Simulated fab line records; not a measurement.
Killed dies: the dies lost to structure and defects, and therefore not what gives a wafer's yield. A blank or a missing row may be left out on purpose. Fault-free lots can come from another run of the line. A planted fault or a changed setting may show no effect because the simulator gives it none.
Which tool did it?	flow n5Finfet	Sampling: 24 lots, 72 wafers, 6 of 1938 route steps

## WHAT EACH GAUGE READ, for each wafer
No reading from a measuring or inspecting step in the record can be judged against a usual standard deviation.

## WHAT TOOL EACH LOT RAN ON (gives the tool, then ch and the chambers of the sampled wafers, and finally the start)
lot	N5_BEOL_M3_HM_OPEN_17	N5_BEOL_M3_ETCH_77	N5_BEOL_M3_VIA_ETCH_34	N5_BEOL_M3_STRIP_36	N5_BEOL_M3_ANNEAL_49	N5_BEOL_M3_ANNEAL_91
L074	rieMetal-02 ch 0,1, day 6 23:12	rieDiel-03 ch 1,3, day 6 23:50	rieDiel-04 ch 1,2, day 7 09:30	rieDiel-04 ch 1,2, day 7 09:34	pvdSputter-03, day 7 12:22	pvdSputter-03, day 7 13:34
L075	rieMetal-01 ch 0,1, day 7 19:17	rieDiel-06 ch 1,2, day 7 20:04	rieDiel-06 ch 1,2,3, day 8 04:06	rieDiel-06 ch 1,2,3, day 8 04:10	pvdSputter-02, day 8 05:49	pvdSputter-02, day 8 06:55
L076	rieMetal-03 ch 0,1, day 8 01:49	rieDiel-03 ch 1,3, day 8 02:35	rieDiel-03 ch 0,1, day 8 04:20	rieDiel-03 ch 0,1, day 8 04:24	pvdSputter-03, day 8 05:56	pvdSputter-03, day 8 07:02
L077	rieMetal-01 ch 0,1, day 8 08:29	rieDiel-04 ch 1,2, day 8 10:05	rieDiel-03 ch 1,2,3, day 8 23:14	rieDiel-03 ch 1,2,3, day 8 23:17	pvdSputter-01, day 9 01:31	pvdSputter-01, day 9 02:37
L078	rieMetal-03 ch 0,1, day 8 11:47	rieDiel-06 ch 2,3, day 8 12:32	rieDiel-03 ch 1,2,3, day 9 07:26	rieDiel-03 ch 1,2,3, day 9 07:29	pvdSputter-03, day 9 09:04	pvdSputter-03, day 9 10:10
L079	rieMetal-01 ch 0,1, day 8 18:38	rieDiel-03 ch 1,2,3, day 8 19:18	rieDiel-06 ch 0,3, day 9 07:37	rieDiel-06 ch 0,3, day 9 07:40	pvdSputter-01, day 9 09:19	pvdSputter-01, day 9 10:25
L080	rieMetal-01 ch 0,1, day 8 20:32	rieDiel-06 ch 0,1, day 8 21:10	rieDiel-03 ch 0,1, day 9 07:47	rieDiel-03 ch 0,1, day 9 07:51	pvdSputter-02, day 9 10:35	pvdSputter-02, day 9 11:41
L082	rieMetal-01 ch 0, day 9 00:32	rieDiel-03 ch 1,3, day 9 01:17	rieDiel-03 ch 0,1,2, day 9 12:48	rieDiel-03 ch 0,1,2, day 9 12:52	pvdSputter-02, day 9 14:24	pvdSputter-02, day 9 15:30
L081	rieMetal-03 ch 0, day 9 10:00	rieDiel-06 ch 1,2, day 9 12:04	rieDiel-04 ch 1,2,3, day 9 13:11	rieDiel-04 ch 1,2,3, day 9 13:15	pvdSputter-01, day 9 14:33	pvdSputter-01, day 9 15:39
L083	rieMetal-03 ch 0, day 9 12:35	rieDiel-04 ch 0,1,3, day 9 13:30	rieDiel-06 ch 0,2,3, day 9 16:41	rieDiel-06 ch 0,2,3, day 9 16:44	pvdSputter-01, day 9 18:09	pvdSputter-01, day 9 19:15
L084	rieMetal-02 ch 1, day 10 06:35	rieDiel-04 ch 1,3, day 10 07:14	rieDiel-03 ch 0,2,3, day 10 08:07	rieDiel-03 ch 0,2,3, day 10 08:11	pvdSputter-03, day 10 09:49	pvdSputter-03, day 10 10:55
L085	rieMetal-03 ch 0,1, day 10 13:46	rieDiel-06 ch 1,2,3, day 10 14:34	rieDiel-04 ch 0,2,3, day 10 18:38	rieDiel-04 ch 0,2,3, day 10 18:42	pvdSputter-03, day 10 22:12	pvdSputter-03, day 10 23:18
L087	rieMetal-03 ch 0,1, day 10 20:17	rieDiel-04 ch 1,2,3, day 10 20:56	rieDiel-04 ch 1,3, day 11 04:50	rieDiel-04 ch 1,3, day 11 04:53	pvdSputter-01, day 11 06:56	pvdSputter-01, day 11 08:02
L086	rieMetal-02 ch 0,1, day 11 01:28	rieDiel-06 ch 0,2,3, day 11 02:22	rieDiel-04 ch 0,2,3, day 11 05:49	rieDiel-04 ch 0,2,3, day 11 05:52	pvdSputter-02, day 11 07:22	pvdSputter-02, day 11 08:28
L090	rieMetal-02 ch 0, day 11 01:41	rieDiel-04 ch 2,3, day 11 02:38	rieDiel-04 ch 0,2, day 11 09:47	rieDiel-04 ch 0,2, day 11 09:50	pvdSputter-01, day 11 11:19	pvdSputter-01, day 11 12:25
L089	rieMetal-01 ch 0,1, day 11 05:07	rieDiel-06 ch 2,3, day 11 05:51	rieDiel-04 ch 1,3, day 11 15:57	rieDiel-04 ch 1,3, day 11 16:01	pvdSputter-01, day 11 17:15	pvdSputter-01, day 11 18:21
L088	rieMetal-02 ch 0,1, day 11 05:35	rieDiel-06 ch 2,3, day 11 06:53	rieDiel-06 ch 0,2,3, day 11 16:50	rieDiel-06 ch 0,2,3, day 11 16:54	pvdSputter-01, day 11 19:05	pvdSputter-01, day 11 20:11
L091	rieMetal-02 ch 0,1, day 11 15:10	rieDiel-03 ch 0,1,2, day 11 15:49	rieDiel-03 ch 0,1,2, day 12 08:53	rieDiel-03 ch 0,1,2, day 12 08:56	pvdSputter-01, day 12 11:10	pvdSputter-01, day 12 12:16
L092	rieMetal-02 ch 0,1, day 11 18:34	rieDiel-06 ch 0,1,2, day 11 19:33	rieDiel-03 ch 0,2,3, day 12 05:44	rieDiel-03 ch 0,2,3, day 12 05:47	pvdSputter-01, day 12 06:59	pvdSputter-01, day 12 08:05
L093	rieMetal-01 ch 0,1, day 11 19:57	rieDiel-04 ch 0,1,3, day 11 20:56	rieDiel-04 ch 1,2,3, day 12 05:45	rieDiel-04 ch 1,2,3, day 12 05:49	pvdSputter-02, day 12 07:20	pvdSputter-02, day 12 08:26
L096	rieMetal-02 ch 0,1, day 12 18:31	rieDiel-06 ch 0,1, day 12 19:08	rieDiel-03 ch 1,2, day 13 01:23	rieDiel-03 ch 1,2, day 13 01:26	pvdSputter-03, day 13 03:09	pvdSputter-03, day 13 04:15
L094	rieMetal-01 ch 0,1, day 12 18:33	rieDiel-03 ch 0,3, day 12 19:11	rieDiel-06 ch 0,1,3, day 13 01:25	rieDiel-06 ch 0,1,3, day 13 01:28	pvdSputter-01, day 13 04:28	pvdSputter-01, day 13 05:34
L095	rieMetal-01 ch 0,1, day 12 22:02	rieDiel-06 ch 1,3, day 12 22:52	rieDiel-04 ch 1,2,3, day 13 04:10	rieDiel-04 ch 1,2,3, day 13 04:13	pvdSputter-03, day 13 05:32	pvdSputter-03, day 13 06:38
L097	rieMetal-03 ch 0, day 13 06:52	rieDiel-06 ch 1,3, day 13 07:32	rieDiel-03 ch 0,1, day 13 11:42	rieDiel-03 ch 0,1, day 13 11:46	pvdSputter-02, day 13 13:50	pvdSputter-02, day 13 15:05
- N5_BEOL_M3_HM_OPEN_17: chemistry Cl2/BCl3, target TiN, target depth 20 nm, overetch 6 nm.
- N5_BEOL_M3_ETCH_77: etches underlayer in N2/H2, target depth 6.5 nm, time 5.2 s.
- N5_BEOL_M3_VIA_ETCH_34: etches the open film in C4F6/O2, target depth 69.4 nm, time 65.9 s.
- N5_BEOL_M3_STRIP_36: strips in N2/H2.
- N5_BEOL_M3_ANNEAL_49: time 240 s.
- N5_BEOL_M3_ANNEAL_91: time 240 s.

## AS READ BY THE TOOLS THEMSELVES (means over the sampled wafers that have a number; for cases with no such wafer, the mark the record gives instead)
N5_BEOL_M3_HM_OPEN_17. Usual: drypumpMotorCurrentA 5.8 A, standard deviation 0.59; oesProductAu 0.66 a.u., standard deviation 0.11; throttleValvePct 22.07 %, standard deviation 0.22.
lot	tool	drypumpMotorCurrentA (A)	oesProductAu (a.u.)	throttleValvePct (%)	flag
L074	rieMetal-02	6.4	0.56	22.04	
L075	rieMetal-01	5.6	0.68	21.87	
L076	rieMetal-03	5.5	0.52	22.36	
L077	rieMetal-01	5.1	0.74	21.91	
L078	rieMetal-03	5.6	0.51	22.42	
L079	rieMetal-01	5.6	0.67	21.86	
L080	rieMetal-01	5.6	0.67	21.87	
L082	rieMetal-01	6.0	0.61	21.83	
L081	rieMetal-03	5.8	0.51	22.45	
L083	rieMetal-03	5.8	0.51	22.43	
L084	rieMetal-02	6.6	0.57	21.93	
L085	rieMetal-03	5.6	0.82	22.25	
L087	rieMetal-03	5.5	0.81	22.08	
L086	rieMetal-02	6.4	0.64	21.98	
L090	rieMetal-02	6.0	0.76	22.14	
L089	rieMetal-01	5.6	0.65	21.89	
L088	rieMetal-02	6.4	0.63	22.01	
L091	rieMetal-02	6.2	0.70	22.07	
L092	rieMetal-02	6.4	0.63	22.00	
L093	rieMetal-01	5.6	0.65	21.89	
L096	rieMetal-02	6.2	0.68	22.09	
L094	rieMetal-01	5.2	0.69	21.94	
L095	rieMetal-01	5.1	0.70	21.91	
L097	rieMetal-03	5.8	0.76	22.45	

N5_BEOL_M3_ETCH_77. Usual: drypumpMotorCurrentA 5.6 A, standard deviation 0.42; etchRfOnTimeS 5.28 s, standard deviation 0.18; oesProductAu 0.66 a.u., standard deviation 0.067; rfVppV 523.6 V, standard deviation 2.4; showerheadPlenumPTorr 2.53 Torr, standard deviation 0.071; throttleValvePct 17.94 %, standard deviation 0.27.
lot	tool	drypumpMotorCurrentA (A)	etchRfOnTimeS (s)	oesProductAu (a.u.)	rfVppV (V)	showerheadPlenumPTorr (Torr)	throttleValvePct (%)	flag
L074	rieDiel-03	6.1	5.13	0.78	526.6	2.65	18.18	
L075	rieDiel-06	5.9	5.35	0.60	524.3	2.52	17.96	
L076	rieDiel-03	5.7	5.32	0.76	528.0	2.67	17.99	
L077	rieDiel-04	5.5	5.02	0.61	520.1	2.45	18.27	
L078	rieDiel-06	6.1	5.18	0.70	525.2	2.57	17.83	
L079	rieDiel-03	5.6	5.11	0.78	524.7	2.61	17.89	
L080	rieDiel-06	5.4	5.46	0.67	523.1	2.48	17.71	
L082	rieDiel-03	5.7	5.26	0.75	528.2	2.67	18.01	
L081	rieDiel-06	5.9	5.31	0.59	524.0	2.51	17.98	
L083	rieDiel-04	5.4	5.19	0.65	523.3	2.51	17.96	
L084	rieDiel-04	5.2	5.36	0.68	522.0	2.49	17.84	
L085	rieDiel-06	6.0	5.28	0.64	523.5	2.54	17.95	
L087	rieDiel-04	5.4	5.21	0.64	520.7	2.47	18.07	
L086	rieDiel-06	5.8	5.41	0.65	523.8	2.51	17.79	
L090	rieDiel-04	5.4	5.26	0.68	521.4	2.46	18.08	
L089	rieDiel-06	6.1	5.24	0.68	524.6	2.56	17.87	
L088	rieDiel-06	6.1	5.31	0.66	523.6	2.56	17.88	
L091	rieDiel-03	5.3	5.33	0.69	525.2	2.57	17.82	
L092	rieDiel-06	5.7	5.41	0.61	522.0	2.48	17.89	
L093	rieDiel-04	5.4	5.25	0.63	521.2	2.51	18.00	
L096	rieDiel-06	5.4	5.44	0.64	522.5	2.47	17.77	
L094	rieDiel-03	5.5	5.22	0.64	523.8	2.56	18.23	
L095	rieDiel-06	6.0	5.12	0.68	524.9	2.56	17.96	
L097	rieDiel-06	5.9	5.24	0.64	524.7	2.54	18.04	

N5_BEOL_M3_VIA_ETCH_34. Usual: drypumpMotorCurrentA 5.6 A, standard deviation 0.43; oesProductAu 0.79 a.u., standard deviation 0.086; rfVppV 671 V, standard deviation 30; showerheadPlenumPTorr 2.84 Torr, standard deviation 0.09; throttleValvePct 30.83 %, standard deviation 0.29.
lot	tool	drypumpMotorCurrentA (A)	oesProductAu (a.u.)	rfVppV (V)	showerheadPlenumPTorr (Torr)	throttleValvePct (%)	flag
L074	rieDiel-04	5.4	0.71	642	2.78	30.85	
L075	rieDiel-06	6.0	0.78	682	2.84	30.68	
L076	rieDiel-03	5.3	0.84	716	2.97	30.87	
L077	rieDiel-03	5.7	0.91	683	2.91	30.81	
L078	rieDiel-03	5.7	0.90	683	2.91	30.81	
L079	rieDiel-06	5.5	0.83	668	2.81	30.64	
L080	rieDiel-03	5.2	0.76	716	2.90	30.93	
L082	rieDiel-03	5.3	0.83	702	2.89	30.73	
L081	rieDiel-04	5.4	0.76	642	2.76	30.93	
L083	rieDiel-06	5.8	0.78	664	2.82	30.63	
L084	rieDiel-03	5.6	0.83	682	2.85	30.87	
L085	rieDiel-04	5.6	0.74	642	2.76	30.97	
L087	rieDiel-04	5.2	0.79	646	2.78	30.75	
L086	rieDiel-04	5.6	0.75	642	2.76	30.97	
L090	rieDiel-04	5.8	0.70	641	2.77	30.96	
L089	rieDiel-04	5.1	0.78	647	2.78	30.76	
L088	rieDiel-06	5.8	0.76	663	2.81	30.65	
L091	rieDiel-03	5.3	0.81	701	2.88	30.75	
L092	rieDiel-03	5.6	0.81	682	2.84	30.88	
L093	rieDiel-04	5.3	0.84	645	2.87	30.93	
L096	rieDiel-03	5.3	0.87	688	2.86	30.55	
L094	rieDiel-06	5.7	0.77	684	2.81	30.73	
L095	rieDiel-04	5.4	0.82	646	2.86	30.93	
L097	rieDiel-03	5.2	0.74	715	2.89	30.94	

N5_BEOL_M3_STRIP_36. Usual: drypumpMotorCurrentA 5.6 A, standard deviation 0.43; oesProductAu 0.80 a.u., standard deviation 0.086; rfVppV 59.2 V, standard deviation 1.4; showerheadPlenumPTorr 2.54 Torr, standard deviation 0.078; throttleValvePct 23.8 %, standard deviation 0.42.
lot	tool	drypumpMotorCurrentA (A)	oesProductAu (a.u.)	rfVppV (V)	showerheadPlenumPTorr (Torr)	throttleValvePct (%)	flag
L074	rieDiel-04	5.4	0.71	57.8	2.48	23.9	
L075	rieDiel-06	6.0	0.79	59.1	2.54	23.7	
L076	rieDiel-03	5.3	0.86	59.7	2.64	23.7	
L077	rieDiel-03	5.7	0.91	60.0	2.61	23.8	
L078	rieDiel-03	5.7	0.90	60.2	2.60	23.8	
L079	rieDiel-06	5.5	0.85	59.3	2.49	23.4	
L080	rieDiel-03	5.2	0.77	59.7	2.58	23.8	
L082	rieDiel-03	5.3	0.84	59.5	2.57	23.6	
L081	rieDiel-04	5.4	0.74	58.6	2.47	24.0	
L083	rieDiel-06	5.8	0.80	60.3	2.51	23.5	
L084	rieDiel-03	5.6	0.83	59.4	2.55	23.9	
L085	rieDiel-04	5.6	0.75	58.1	2.47	24.2	
L087	rieDiel-04	5.2	0.79	58.0	2.48	23.7	
L086	rieDiel-04	5.6	0.74	58.6	2.47	24.2	
L090	rieDiel-04	5.8	0.70	58.0	2.49	24.3	
L089	rieDiel-04	5.2	0.78	59.4	2.48	23.7	
L088	rieDiel-06	5.8	0.78	59.0	2.50	23.5	
L091	rieDiel-03	5.3	0.81	58.5	2.57	23.6	
L092	rieDiel-03	5.6	0.82	60.6	2.55	23.9	
L093	rieDiel-04	5.4	0.83	60.1	2.56	23.9	
L096	rieDiel-03	5.3	0.87	59.1	2.57	23.4	
L094	rieDiel-06	5.7	0.78	59.2	2.51	23.6	
L095	rieDiel-04	5.4	0.82	60.4	2.56	23.9	
L097	rieDiel-03	5.2	0.75	59.3	2.57	23.8	

N5_BEOL_M3_ANNEAL_49. Usual: heaterPowerW 848 W, standard deviation 59.
lot	tool	heaterPowerW (W)	flag
L074	pvdSputter-03	808	
L075	pvdSputter-02	845	
L076	pvdSputter-03	809	
L077	pvdSputter-01	892	
L078	pvdSputter-03	845	
L079	pvdSputter-01	882	
L080	pvdSputter-02	854	
L082	pvdSputter-02	857	
L081	pvdSputter-01	860	
L083	pvdSputter-01	913	
L084	pvdSputter-03	820	
L085	pvdSputter-03	805	
L087	pvdSputter-01	854	
L086	pvdSputter-02	860	
L090	pvdSputter-01	836	
L089	pvdSputter-01	863	
L088	pvdSputter-01	842	
L091	pvdSputter-01	854	
L092	pvdSputter-01	851	
L093	pvdSputter-02	840	
L096	pvdSputter-03	787	
L094	pvdSputter-01	831	
L095	pvdSputter-03	808	
L097	pvdSputter-02	818	

N5_BEOL_M3_ANNEAL_91. Usual: heaterPowerW 846 W, standard deviation 60.
lot	tool	heaterPowerW (W)	flag
L074	pvdSputter-03	800	
L075	pvdSputter-02	839	
L076	pvdSputter-03	805	
L077	pvdSputter-01	905	
L078	pvdSputter-03	856	
L079	pvdSputter-01	875	
L080	pvdSputter-02	846	
L082	pvdSputter-02	863	
L081	pvdSputter-01	867	
L083	pvdSputter-01	901	
L084	pvdSputter-03	840	
L085	pvdSputter-03	806	
L087	pvdSputter-01	862	
L086	pvdSputter-02	850	
L090	pvdSputter-01	832	
L089	pvdSputter-01	849	
L088	pvdSputter-01	841	
L091	pvdSputter-01	869	
L092	pvdSputter-01	858	
L093	pvdSputter-02	827	
L096	pvdSputter-03	783	
L094	pvdSputter-01	836	
L095	pvdSputter-03	816	
L097	pvdSputter-02	815	

## THE ANSWER, worked out from the rows above alone
Rule: a lot is off if the mean of its wafers that have a number lies more than 3 standard deviations from the usual mean. A lot without any number at a reading at which 4 lots or more have one is off too. All remaining lots with rows at the step are treated as sound. After the gauges, taken in route order, come the tools' own readings; for these a lot's mean is taken, as printed above. The first step at which some lot is off is used, and at that step the reading that is off furthest; a lot without a number counts as furthest.
Nothing can be told from this: no lot is off at any reading shown.

## WHAT THE SIMULATOR PUT IN
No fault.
